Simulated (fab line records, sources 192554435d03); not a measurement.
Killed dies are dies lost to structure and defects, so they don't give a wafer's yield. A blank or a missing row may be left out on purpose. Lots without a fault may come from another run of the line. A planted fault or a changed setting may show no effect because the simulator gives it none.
A struck lot beside a sound one | flow n5_finfet | 15 steps out of a route of 1938
Sound: wafers L134.1, L134.2, L134.6. Struck: wafers L138.1, L138.3, L138.4. The cause comes at the end.
At each step with rows: each side's tool, then ch and its chambers, then its first start. Under that, the readings that differ: sound wafers | struck wafers | difference of the means | sigmas: that difference in standard deviations of wafers without a fault.
alike: readings whose means differ by less than 2 such deviations, and words and numbers that are the same on both sides. not compared: withheld readings, readings that some wafer has no value for, bounds like >300 that may hide the same value, and numbers for which the record gives no deviation and whose values overlap.
The two part at a step that has a row with sigmas, a row that says differs or no value, or rows on one side only. Numbers that don't overlap but have no deviation are shown without sigmas and don't part them. A reading that every wafer of one side lacks parts them only if that side has two wafers or more.

N5_BEOL_M15_STRIP_36: strips in O2.
  sound on rie_diel-02 ch 0,1, day 13 03:55; struck on rie_diel-02 ch 0,1,3, day 14 08:31
  alike: drypump_motor_current_A, oes_product_au, rf_vpp_V, showerhead_plenum_p_Torr, throttle_valve_pct
  not compared: rf_hours_counter_h
then, 1 step without rows for these wafers: N5_BEOL_M15_STRIP_62 (strips in O2).
N5_BEOL_M15_STRIP_37: strips in O2.
  sound on rie_diel-02 ch 0,1; struck on rie_diel-02 ch 0,1,3
  alike: drypump_motor_current_A, oes_product_au, rf_vpp_V, showerhead_plenum_p_Torr, throttle_valve_pct
  not compared: rf_hours_counter_h
N5_BEOL_M15_ETCH_38: etches SiCN in CF4/N2, target depth 106.4 nm, time 120.5 s.
  sound on rie_diel-02 ch 0,1; struck on rie_diel-02 ch 0,1,3
  alike: drypump_motor_current_A, oes_product_au, rf_vpp_V, showerhead_plenum_p_Torr, throttle_valve_pct
  not compared: rf_hours_counter_h
then, 4 steps without rows for these wafers: N5_BEOL_M15_PRECLEAN_39 (cleans in residue remover, time 60 s); N5_BEOL_M15_SRD_40 (time 30 s, dry time 30 s); N5_BEOL_M15_DEGAS_41 (time 60 s); N5_BEOL_M15_PRE_CLEAN_42 (time 30 s).
N5_BEOL_M15_SPUTTER_43: material TaN, target thk 15 nm, time 24.19 s.
  sound on pvd_sputter-03, day 13 04:40; struck on pvd_sputter-02, day 14 09:12
  alike: throttle_valve_pct
N5_BEOL_M15_SPUTTER_44: material Ta, target thk 15 nm, time 24.19 s.
  sound on pvd_sputter-03, day 13 04:45; struck on pvd_sputter-02, day 14 09:17
  alike: throttle_valve_pct
then, 2 steps without rows for these wafers: N5_BEOL_M15_SPUTTER_45 (material Cu, target thk 100 nm, time 16.67 s); N5_BEOL_M15_ECD_47 (material Cu, target thk 1860 nm).
N5_BEOL_M15_ANNEAL_48: time 90 s.
  sound on rtp_anneal-02 ch 0, day 13 05:16; struck on rtp_anneal-02 ch 0, day 14 09:43
  reading          | sound                | struck               | difference | sigmas
  wafer_temp_C_max | 225.69 226.23 225.70 | 244.33 244.06 244.12 | +18.30     | +73
then, 1 step without rows for these wafers: N5_BEOL_M15_CMP_49 (polishes, stops on SiO2, t overpolish 4.9 s, target thk 850 nm).
N5_PASSIVATION_PROBE_49:
  sound on prober-01, day 13 21:16; struck on prober-01, day 15 03:46
  reading         | sound | struck | difference | sigmas
  killed_at_other | 1 0 4 | 6 9 12 | +7         | +2
  alike: defect_limited_yield, killed_at_M0_to_M3, killed_at_M4_up, killed_at_contacts, killed_at_front_end, killed_dies, killed_open, killed_short, sort_bin_5_function, sort_bin_6_memory, sort_bin_8_speed, sort_n_pass, sort_yield_pct

WHERE THEY PART
First at N5_BEOL_M15_ANNEAL_48; last, within this record, at N5_PASSIVATION_PROBE_49.

WHY: what the simulator had put in
Process parameter drift: rtp_anneal-02, from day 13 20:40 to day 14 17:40, at N5_BEOL_M15_ANNEAL_48. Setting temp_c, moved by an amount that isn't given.
